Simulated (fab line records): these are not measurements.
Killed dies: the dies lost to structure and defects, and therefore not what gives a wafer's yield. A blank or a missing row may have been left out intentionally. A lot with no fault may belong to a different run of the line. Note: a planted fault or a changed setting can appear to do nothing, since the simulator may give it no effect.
Tool commonality check -- flow nand_harc -- Sampled: 12 lots, 36 wafers

== THE REASON FOR OPENING IT ==
On 1 of the 12 lots, a flag is raised at NHARC_P_GATE_CD_MEAS_26 on the reading cd_nm. Fault-free wafers read 120.1 nm, with a standard deviation of 0.61.
Rule: flag the lot when none of its wafers has a number, or when each of its wafers that has one lies beyond 4 standard deviations from that mean. The rest of the lots are taken to be sound.

lot,measured,on,"cd_nm (nm), wafer by wafer",flag
L449,day 4 22:44,cd_sem-02,119.2 119.8 119.8,
L451,day 5 07:14,cd_sem-02,120.1 120.8 120.2,
L455,day 6 05:29,cd_sem-02,120.1 120.4 120.0,
L459,day 7 01:47,cd_sem-01,120.0 119.9 119.5,
L458,day 7 02:19,cd_sem-03,112.7 112.5 111.7,FLAGGED
L460,day 8 00:01,cd_sem-01,120.5 119.7 119.9,
L461,day 8 00:32,cd_sem-03,121.0 121.0 120.6,
L468,day 9 13:52,cd_sem-03,119.8 119.9 120.5,
L469,day 9 14:29,cd_sem-02,119.1 119.9 120.1,
L471,day 10 04:23,cd_sem-01,120.4 120.5 120.0,
L470,day 10 04:39,cd_sem-02,120.5 120.9 120.3,
L472,day 10 11:40,cd_sem-02,120.6 120.4 120.1,
The numbers of the flagged lots are 112.3 nm on average: -7.8 nm against the usual, or -13 standard deviations.

== EACH LOT AND THE TOOL IT RAN ON ==
The record holds 2 process steps before the reading, out of a route of 1159 steps. In each cell: the tool, then ch and the chambers that the sampled wafers went through, then the start.
lot,flag,NHARC_P_ZERO_WELL_RTA_42,NHARC_P_GATE_EXPOSE_23
L449,,"rtp_anneal-01 ch 0, day 1 19:06","arfi_scanner-03 ch 0, day 4 22:35"
L451,,"rtp_anneal-01 ch 0, day 2 07:07","arfi_scanner-02 ch 0, day 5 07:05"
L455,,"rtp_anneal-01 ch 0, day 3 09:43","arfi_scanner-02 ch 0, day 6 05:21"
L459,,"rtp_anneal-02 ch 0, day 4 07:05","arfi_scanner-02 ch 0, day 7 01:39"
L458,FLAGGED,"rtp_anneal-02 ch 0, day 4 00:47","arfi_scanner-02 ch 0, day 7 02:10"
L460,,"rtp_anneal-02 ch 0, day 4 12:56","arfi_scanner-03 ch 0, day 7 23:52"
L461,,"rtp_anneal-01 ch 0, day 4 19:11","arfi_scanner-03 ch 0, day 8 00:24"
L468,,"rtp_anneal-02 ch 0, day 6 12:50","arfi_scanner-03 ch 0, day 9 13:44"
L469,,"rtp_anneal-02 ch 0, day 6 19:11","arfi_scanner-02 ch 0, day 9 14:21"
L471,,"rtp_anneal-01 ch 0, day 7 07:25","arfi_scanner-03 ch 0, day 10 04:14"
L470,,"rtp_anneal-01 ch 0, day 7 01:14","arfi_scanner-03 ch 0, day 10 04:31"
L472,,"rtp_anneal-02 ch 0, day 7 13:16","arfi_scanner-02 ch 0, day 10 11:32"
What the steps here do:
- NHARC_P_ZERO_WELL_RTA_42: time 300 s.
- NHARC_P_GATE_EXPOSE_23: exposes mask P GATE, target cd 120 nm.
- NHARC_P_GATE_CD_MEAS_26: target cd 120 nm.

== FLAGGED AGAINST TOTAL, ONE TOOL AT A TIME (gauges that did the reading follow at the end) ==
step,tool,lots run,flagged,share of the flagged lots,sound lots run after its first flagged lot
NHARC_P_ZERO_WELL_RTA_42,rtp_anneal-01,6,0,none,-
NHARC_P_ZERO_WELL_RTA_42,rtp_anneal-02,6,1,all,"5 (L459,L460,L468,L469,L472)"
NHARC_P_GATE_EXPOSE_23,arfi_scanner-02,6,1,all,"2 (L469,L472)"
NHARC_P_GATE_EXPOSE_23,arfi_scanner-03,6,0,none,-
NHARC_P_GATE_CD_MEAS_26,cd_sem-01,3,0,none,-
NHARC_P_GATE_CD_MEAS_26,cd_sem-02,6,0,none,-
NHARC_P_GATE_CD_MEAS_26,cd_sem-03,3,1,all,"2 (L461,L468)"

== THE TABLE: WHAT IT ALLOWS ==
rtp_anneal-02 at NHARC_P_ZERO_WELL_RTA_42, arfi_scanner-02 at NHARC_P_GATE_EXPOSE_23 and cd_sem-03 at NHARC_P_GATE_CD_MEAS_26: these 3 rows of the table ran every flagged lot.
- rtp_anneal-02 at NHARC_P_ZERO_WELL_RTA_42 ran 6 lots, 1 of them flagged. After the first flagged lot (L459, L460, L468, L469, L472), sound lots still ran on it; a lasting fault on the whole tool would not permit that.
- arfi_scanner-02 at NHARC_P_GATE_EXPOSE_23 ran 6 lots, 1 of them flagged. After the first flagged lot (L469, L472), sound lots still ran on it; a lasting fault on the whole tool would not permit that.
- cd_sem-03 at NHARC_P_GATE_CD_MEAS_26 ran 3 lots, 1 of them flagged. After the first flagged lot (L461, L468), sound lots still ran on it; a lasting fault on the whole tool would not permit that.
Every row of the table either missed a flagged lot or ran a sound lot after the first.

== WHAT WAS PUT IN BY THE SIMULATOR ==
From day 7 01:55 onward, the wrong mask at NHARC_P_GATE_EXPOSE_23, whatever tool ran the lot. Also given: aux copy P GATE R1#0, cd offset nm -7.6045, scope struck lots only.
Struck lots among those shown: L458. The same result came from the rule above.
